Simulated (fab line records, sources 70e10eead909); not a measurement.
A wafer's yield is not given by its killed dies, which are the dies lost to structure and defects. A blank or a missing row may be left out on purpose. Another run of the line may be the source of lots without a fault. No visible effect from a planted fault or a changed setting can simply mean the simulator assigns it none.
Matching of chambers ; flow nand-harc ; rie-diel-04 running NHARC_A_STAIRCASE_TRIM_12: 4 sister chambers
The step chemistry O2, time 211.2 s. 20 wafers are shown with their chamber, then 10 later ones without.

## WAFERS, EACH WITH ITS CHAMBER
wafer;chamber;drypump-motor-current-A (A);showerhead-plenum-p-Torr (Torr);oes-product-au (a.u.)
L082.2;1;5.0;3.64;1.004
L082.5;2;5.3;3.28;0.992
L082.6;3;5.2;3.33;0.989
L087.3;1;5.0;3.63;1.012
L087.5;2;5.3;3.28;0.994
L087.6;1;5.0;3.63;1.014
L087.1;0;6.2;3.55;0.999
L087.2;3;5.2;3.32;0.999
L087.4;2;5.3;3.28;0.991
L086.2;2;5.3;3.28;0.995
L086.3;0;6.3;3.55;0.991
L086.6;1;5.0;3.63;1.015
L088.1;2;5.3;3.27;1.002
L088.2;1;5.0;3.63;1.011
L088.5;3;5.2;3.32;0.988
L088.3;3;5.2;3.32;1.000
L088.4;0;6.3;3.55;0.995
L088.6;2;5.3;3.27;0.982
L094.1;1;5.0;3.61;1.004
L094.2;0;6.3;3.54;1.005

SIGNATURES, as means of the wafers listed above
reading;chamber 0;chamber 1;chamber 2;chamber 3;scatter within a chamber
drypump-motor-current-A;6.275;5.000;5.300;5.200;0.0217
showerhead-plenum-p-Torr;3.5475;3.6283;3.2767;3.3225;0.00692
oes-product-au;0.99750;1.01000;0.99267;0.99400;0.00591
Rule: a wafer lies at a distance from a chamber equal to the root of the sum of squares, over the readings, of (its reading less the chamber's mean, divided by the reading's scatter). If the next closest chamber is less than 2 further off than the closest, the wafer can't be placed; otherwise it belongs to the closest. The scatter is the square root of a quotient: the sum, over the shown wafers, of each reading's squared deviation from its chamber's mean, divided by wafers minus chambers.

## WAFERS WHOSE CHAMBER IS MISSING
wafer;drypump-motor-current-A (A);showerhead-plenum-p-Torr (Torr);oes-product-au (a.u.)
L094.5;5.0;3.61;1.004
L096.1;6.3;3.54;0.998
L096.3;5.0;3.61;0.996
L096.4;6.3;3.54;0.994
L097.1;6.3;3.54;1.010
L097.2;5.3;3.80;0.998
L097.3;5.0;3.61;0.999
L097.4;5.2;3.31;0.996
L097.5;5.3;3.80;0.992
L097.6;5.2;3.31;0.989

## CHAMBER TAKEN BY EACH
wafer;from the rows above;in truth
L094.5;1;1
L096.1;0;0
L096.3;1;1
L096.4;0;0
L097.1;0;0
L097.2;1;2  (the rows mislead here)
L097.3;1;1
L097.4;3;3
L097.5;1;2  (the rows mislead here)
L097.6;3;3
8 of 10 placed correctly. Can't be placed from these rows: 0. 2 placed wrongly.
